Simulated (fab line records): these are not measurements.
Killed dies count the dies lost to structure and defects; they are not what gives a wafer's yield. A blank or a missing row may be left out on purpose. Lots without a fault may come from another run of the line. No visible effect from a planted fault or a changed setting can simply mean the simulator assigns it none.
Which tool did it? || flow n5Finfet || 33 wafers from 11 lots sampled at 5 of the route's 1938 steps

WHAT EACH GAUGE READ, for each wafer
N5_BEOL_M6_THK_MEAS_01. Usual: for M6_ILD_THK the level is 154.8 nm and the standard deviation is 2.1.
{"lot": "L612", "measured": "day 9 06:38", "on": "filmMetro-01", "M6_ILD_THK (nm)": "149.8 151.5 153.0", "flag": ""}
{"lot": "L615", "measured": "day 10 05:11", "on": "filmMetro-01", "M6_ILD_THK (nm)": "155.1 157.8 155.9", "flag": ""}
{"lot": "L619", "measured": "day 11 01:55", "on": "filmMetro-01", "M6_ILD_THK (nm)": "154.4 155.9 159.5", "flag": ""}
{"lot": "L621", "measured": "day 11 11:42", "on": "filmMetro-01", "M6_ILD_THK (nm)": "152.8 150.9 155.0", "flag": ""}
{"lot": "L620", "measured": "day 11 13:49", "on": "filmMetro-01", "M6_ILD_THK (nm)": "163.0 163.2 164.4", "flag": "OFF"}
{"lot": "L622", "measured": "day 11 21:39", "on": "filmMetro-02", "M6_ILD_THK (nm)": "161.1 161.4 164.0", "flag": "OFF"}
{"lot": "L623", "measured": "day 11 22:31", "on": "filmMetro-01", "M6_ILD_THK (nm)": "162.6 165.1 164.0", "flag": "OFF"}
{"lot": "L627", "measured": "day 12 14:55", "on": "filmMetro-02", "M6_ILD_THK (nm)": "153.6 152.5 153.4", "flag": ""}
{"lot": "L625", "measured": "day 12 22:06", "on": "filmMetro-02", "M6_ILD_THK (nm)": "152.6 152.7 153.3", "flag": ""}
{"lot": "L631", "measured": "day 14 01:59", "on": "filmMetro-01", "M6_ILD_THK (nm)": "150.9 153.0 153.1", "flag": ""}
{"lot": "L632", "measured": "day 14 12:24", "on": "filmMetro-02", "M6_ILD_THK (nm)": "154.1 158.5 156.0", "flag": ""}

EACH LOT AND THE TOOL THAT RAN IT (in order: tool; ch and the chambers of the sampled wafers; start)
{"lot": "L612", "N5_BEOL_M5_PRE_CLEAN_45": "pvdSputter-02, day 8 23:20", "N5_BEOL_M5_SURFACE_TREAT_87": "pvdSputter-01, day 8 23:45", "N5_BEOL_M5_SPUTTER_83": "pvdSputter-03, day 9 02:46", "N5_BEOL_M6_ILD_DEP_00": "pecvd-03 ch 0,2, day 9 06:03"}
{"lot": "L615", "N5_BEOL_M5_PRE_CLEAN_45": "pvdSputter-02, day 9 20:35", "N5_BEOL_M5_SURFACE_TREAT_87": "pvdSputter-01, day 9 21:13", "N5_BEOL_M5_SPUTTER_83": "pvdSputter-03, day 10 01:20", "N5_BEOL_M6_ILD_DEP_00": "pecvd-02 ch 0,1, day 10 04:37"}
{"lot": "L619", "N5_BEOL_M5_PRE_CLEAN_45": "pvdSputter-02, day 10 18:19", "N5_BEOL_M5_SURFACE_TREAT_87": "pvdSputter-01, day 10 18:37", "N5_BEOL_M5_SPUTTER_83": "pvdSputter-02, day 10 21:05", "N5_BEOL_M6_ILD_DEP_00": "pecvd-02 ch 0,1,2, day 11 01:20"}
{"lot": "L621", "N5_BEOL_M5_PRE_CLEAN_45": "pvdSputter-02, day 11 04:34", "N5_BEOL_M5_SURFACE_TREAT_87": "pvdSputter-01, day 11 04:56", "N5_BEOL_M5_SPUTTER_83": "pvdSputter-01, day 11 07:21", "N5_BEOL_M6_ILD_DEP_00": "pecvd-03 ch 1,2, day 11 10:38"}
{"lot": "L620", "N5_BEOL_M5_PRE_CLEAN_45": "pvdSputter-03, day 11 05:31", "N5_BEOL_M5_SURFACE_TREAT_87": "pvdSputter-03, day 11 05:50", "N5_BEOL_M5_SPUTTER_83": "pvdSputter-02, day 11 09:57", "N5_BEOL_M6_ILD_DEP_00": "pecvd-02 ch 0,2, day 11 13:15"}
{"lot": "L622", "N5_BEOL_M5_PRE_CLEAN_45": "pvdSputter-02, day 11 13:40", "N5_BEOL_M5_SURFACE_TREAT_87": "pvdSputter-02, day 11 14:03", "N5_BEOL_M5_SPUTTER_83": "pvdSputter-01, day 11 17:47", "N5_BEOL_M6_ILD_DEP_00": "pecvd-02 ch 0,2, day 11 21:05"}
{"lot": "L623", "N5_BEOL_M5_PRE_CLEAN_45": "pvdSputter-01, day 11 13:41", "N5_BEOL_M5_SURFACE_TREAT_87": "pvdSputter-02, day 11 14:05", "N5_BEOL_M5_SPUTTER_83": "pvdSputter-02, day 11 18:08", "N5_BEOL_M6_ILD_DEP_00": "pecvd-02 ch 0,1, day 11 21:27"}
{"lot": "L627", "N5_BEOL_M5_PRE_CLEAN_45": "pvdSputter-03, day 12 08:02", "N5_BEOL_M5_SURFACE_TREAT_87": "pvdSputter-03, day 12 08:31", "N5_BEOL_M5_SPUTTER_83": "pvdSputter-01, day 12 11:02", "N5_BEOL_M6_ILD_DEP_00": "pecvd-03 ch 0,1, day 12 14:20"}
{"lot": "L625", "N5_BEOL_M5_PRE_CLEAN_45": "pvdSputter-01, day 12 13:49", "N5_BEOL_M5_SURFACE_TREAT_87": "pvdSputter-01, day 12 14:19", "N5_BEOL_M5_SPUTTER_83": "pvdSputter-02, day 12 18:12", "N5_BEOL_M6_ILD_DEP_00": "pecvd-03 ch 1,2, day 12 21:31"}
{"lot": "L631", "N5_BEOL_M5_PRE_CLEAN_45": "pvdSputter-03, day 13 18:43", "N5_BEOL_M5_SURFACE_TREAT_87": "pvdSputter-03, day 13 19:02", "N5_BEOL_M5_SPUTTER_83": "pvdSputter-03, day 13 21:43", "N5_BEOL_M6_ILD_DEP_00": "pecvd-04 ch 0,2, day 14 01:24"}
{"lot": "L632", "N5_BEOL_M5_PRE_CLEAN_45": "pvdSputter-02, day 14 04:37", "N5_BEOL_M5_SURFACE_TREAT_87": "pvdSputter-01, day 14 04:58", "N5_BEOL_M5_SPUTTER_83": "pvdSputter-02, day 14 07:31", "N5_BEOL_M6_ILD_DEP_00": "pecvd-03 ch 1,2, day 14 11:49"}
- N5_BEOL_M5_PRE_CLEAN_45: time 30 s.
- N5_BEOL_M5_SURFACE_TREAT_87
- N5_BEOL_M5_SPUTTER_83: material Cu, target thk 15 nm, time 27.62 s.
- N5_BEOL_M6_ILD_DEP_00: deposits SiCOH lowk from DEMS/porogen, target thk 179.75 nm, time 33.4 s.

AS READ BY THE TOOLS THEMSELVES (means over the sampled wafers that have a number; for cases with no such wafer, the mark the record gives instead)
N5_BEOL_M5_PRE_CLEAN_45. Usual: heaterPowerW reads 325 W (standard deviation 31).
{"lot": "L612", "tool": "pvdSputter-02", "heaterPowerW (W)": 325, "flag": ""}
{"lot": "L615", "tool": "pvdSputter-02", "heaterPowerW (W)": 336, "flag": ""}
{"lot": "L619", "tool": "pvdSputter-02", "heaterPowerW (W)": 323, "flag": ""}
{"lot": "L621", "tool": "pvdSputter-02", "heaterPowerW (W)": 312, "flag": ""}
{"lot": "L620", "tool": "pvdSputter-03", "heaterPowerW (W)": 304, "flag": ""}
{"lot": "L622", "tool": "pvdSputter-02", "heaterPowerW (W)": 309, "flag": ""}
{"lot": "L623", "tool": "pvdSputter-01", "heaterPowerW (W)": 386, "flag": ""}
{"lot": "L627", "tool": "pvdSputter-03", "heaterPowerW (W)": 322, "flag": ""}
{"lot": "L625", "tool": "pvdSputter-01", "heaterPowerW (W)": 359, "flag": ""}
{"lot": "L631", "tool": "pvdSputter-03", "heaterPowerW (W)": 319, "flag": ""}
{"lot": "L632", "tool": "pvdSputter-02", "heaterPowerW (W)": 312, "flag": ""}

N5_BEOL_M5_SPUTTER_83. Usual: chuckSensorTempC -16.1 C, standard deviation 0.42; throttleValvePct 30.2 %, standard deviation 1.
{"lot": "L612", "tool": "pvdSputter-03", "chuckSensorTempC (C)": -16.3, "throttleValvePct (%)": 29.7, "flag": ""}
{"lot": "L615", "tool": "pvdSputter-03", "chuckSensorTempC (C)": -16.2, "throttleValvePct (%)": 30.6, "flag": ""}
{"lot": "L619", "tool": "pvdSputter-02", "chuckSensorTempC (C)": -15.9, "throttleValvePct (%)": 30.1, "flag": ""}
{"lot": "L621", "tool": "pvdSputter-01", "chuckSensorTempC (C)": -16.1, "throttleValvePct (%)": 30.4, "flag": ""}
{"lot": "L620", "tool": "pvdSputter-02", "chuckSensorTempC (C)": -15.7, "throttleValvePct (%)": 29.0, "flag": ""}
{"lot": "L622", "tool": "pvdSputter-01", "chuckSensorTempC (C)": -16.3, "throttleValvePct (%)": 30.6, "flag": ""}
{"lot": "L623", "tool": "pvdSputter-02", "chuckSensorTempC (C)": -16.1, "throttleValvePct (%)": 29.7, "flag": ""}
{"lot": "L627", "tool": "pvdSputter-01", "chuckSensorTempC (C)": -16.3, "throttleValvePct (%)": 30.5, "flag": ""}
{"lot": "L625", "tool": "pvdSputter-02", "chuckSensorTempC (C)": -15.8, "throttleValvePct (%)": 29.3, "flag": ""}
{"lot": "L631", "tool": "pvdSputter-03", "chuckSensorTempC (C)": -15.9, "throttleValvePct (%)": 31.1, "flag": ""}
{"lot": "L632", "tool": "pvdSputter-02", "chuckSensorTempC (C)": -15.8, "throttleValvePct (%)": 29.1, "flag": ""}

N5_BEOL_M6_ILD_DEP_00. Usual: heaterPowerW 331 W, standard deviation 36; rfFwdPowerW 494.5 W, standard deviation 2.2; showerheadPlenumPTorr 5.741 Torr, standard deviation 0.018; throttleValvePct 13.6 %, standard deviation 0.49.
{"lot": "L612", "tool": "pecvd-03", "heaterPowerW (W)": 249, "rfFwdPowerW (W)": 495.6, "showerheadPlenumPTorr (Torr)": 5.732, "throttleValvePct (%)": 13.3, "flag": ""}
{"lot": "L615", "tool": "pecvd-02", "heaterPowerW (W)": 341, "rfFwdPowerW (W)": 495.0, "showerheadPlenumPTorr (Torr)": 5.726, "throttleValvePct (%)": 13.2, "flag": ""}
{"lot": "L619", "tool": "pecvd-02", "heaterPowerW (W)": 372, "rfFwdPowerW (W)": 494.6, "showerheadPlenumPTorr (Torr)": 5.738, "throttleValvePct (%)": 13.4, "flag": ""}
{"lot": "L621", "tool": "pecvd-03", "heaterPowerW (W)": 298, "rfFwdPowerW (W)": 496.1, "showerheadPlenumPTorr (Torr)": 5.767, "throttleValvePct (%)": 13.8, "flag": ""}
{"lot": "L620", "tool": "pecvd-02", "heaterPowerW (W)": 342, "rfFwdPowerW (W)": 494.2, "showerheadPlenumPTorr (Torr)": 5.753, "throttleValvePct (%)": 13.4, "flag": ""}
{"lot": "L622", "tool": "pecvd-02", "heaterPowerW (W)": 372, "rfFwdPowerW (W)": 495.4, "showerheadPlenumPTorr (Torr)": 5.739, "throttleValvePct (%)": 13.3, "flag": ""}
{"lot": "L623", "tool": "pecvd-02", "heaterPowerW (W)": 348, "rfFwdPowerW (W)": 495.1, "showerheadPlenumPTorr (Torr)": 5.735, "throttleValvePct (%)": 13.3, "flag": ""}
{"lot": "L627", "tool": "pecvd-03", "heaterPowerW (W)": 376, "rfFwdPowerW (W)": 493.4, "showerheadPlenumPTorr (Torr)": 5.747, "throttleValvePct (%)": 13.8, "flag": ""}
{"lot": "L625", "tool": "pecvd-03", "heaterPowerW (W)": 323, "rfFwdPowerW (W)": 495.1, "showerheadPlenumPTorr (Torr)": 5.758, "throttleValvePct (%)": 13.7, "flag": ""}
{"lot": "L631", "tool": "pecvd-04", "heaterPowerW (W)": 321, "rfFwdPowerW (W)": 497.6, "showerheadPlenumPTorr (Torr)": 5.753, "throttleValvePct (%)": 14.0, "flag": ""}
{"lot": "L632", "tool": "pecvd-03", "heaterPowerW (W)": 298, "rfFwdPowerW (W)": 494.3, "showerheadPlenumPTorr (Torr)": 5.742, "throttleValvePct (%)": 13.5, "flag": ""}

THE ANSWER, worked out from the rows above alone
Rule: take the mean of a lot's wafers that have a number; if it is more than 3 standard deviations from the usual mean, the lot is off. A lot without any number at a reading at which 4 lots or more have one is off too. Any other lot the step has rows for is counted as sound. Order of review: gauges by route order, followed by the tools' own readings, for which a lot's mean as printed above is used. The first step at which some lot is off is used, and at that step the reading that is off furthest; a lot without a number counts as furthest.
Off: L620, L622, L623, seen at N5_BEOL_M6_THK_MEAS_01 (M6_ILD_THK).
If a tool, at a process step before that reading, ran all the lots that are off and no sound lot after the first of them, it fits. Those tools and the gauges at N5_BEOL_M6_THK_MEAS_01 are tried in the same way. One fits: N5_BEOL_M6_ILD_DEP_00 on pecvd-02. Its last sound lot is L619 (day 11 01:20), its first lot that is off L620 (day 11 13:15): a fault that began between those two fits.

WHAT WAS PUT IN BY THE SIMULATOR
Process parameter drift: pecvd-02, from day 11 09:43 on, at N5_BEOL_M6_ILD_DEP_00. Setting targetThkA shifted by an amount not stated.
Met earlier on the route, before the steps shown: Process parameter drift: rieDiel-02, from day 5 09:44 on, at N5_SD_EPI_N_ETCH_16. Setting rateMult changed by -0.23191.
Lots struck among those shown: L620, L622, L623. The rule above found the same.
